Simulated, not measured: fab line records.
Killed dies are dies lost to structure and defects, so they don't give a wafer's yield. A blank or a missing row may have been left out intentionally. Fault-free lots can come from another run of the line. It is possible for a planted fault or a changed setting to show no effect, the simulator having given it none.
Matching of chambers | flow nand-harc | NHARC_A_SGD_CUT_DEP_00 on pecvd-03: 3 sister chambers
The step deposits SiNx, target thk 50 nm. 3 wafers are shown with their chamber, then 9 later ones without.

WAFERS WITH THEIR CHAMBER
wafer  | chamber | heater-power-w (W)
L410.5 | 2       | 812
L409.3 | 1       | 580
L409.5 | 0       | 632

WAFERS WITH NO CHAMBER GIVEN
wafer  | heater-power-w (W)
L413.2 | 859
L413.4 | 853
L413.5 | 680
L412.4 | 604
L412.5 | 817
L412.6 | 634
L419.2 | 816
L419.4 | 554
L419.6 | 784

EACH ONE'S CHAMBER
wafer  | from the rows above     | in truth
L413.2 | 2                       | 2
L413.4 | 2                       | 2
L413.5 | can't be placed: 0 or 1 | 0
L412.4 | can't be placed: 1 or 0 | 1
L412.5 | 2                       | 2
L412.6 | can't be placed: 0 or 1 | 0
L419.2 | 2                       | 2
L419.4 | can't be placed: 1 or 0 | 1
L419.6 | 2                       | 2
Correct placement for 5 of the 9. Can't be placed from these rows: 4 (the true chamber is among the candidates in 4). Number placed wrongly: 0.
How it was worked out, from the rows above alone: a wafer's distance from a chamber is the root of the sum, over the readings, of the square of ((its reading less the chamber's mean) divided by the reading's scatter). The wafer belongs to the nearest chamber; if the next one is less than 2 further off, it can't be placed. The mean given for a chamber averages the wafers shown for that chamber. The scatter (one wafer shown for each chamber): square how far every hidden wafer sits from the nearest shown wafer, average those squares and take the square root.
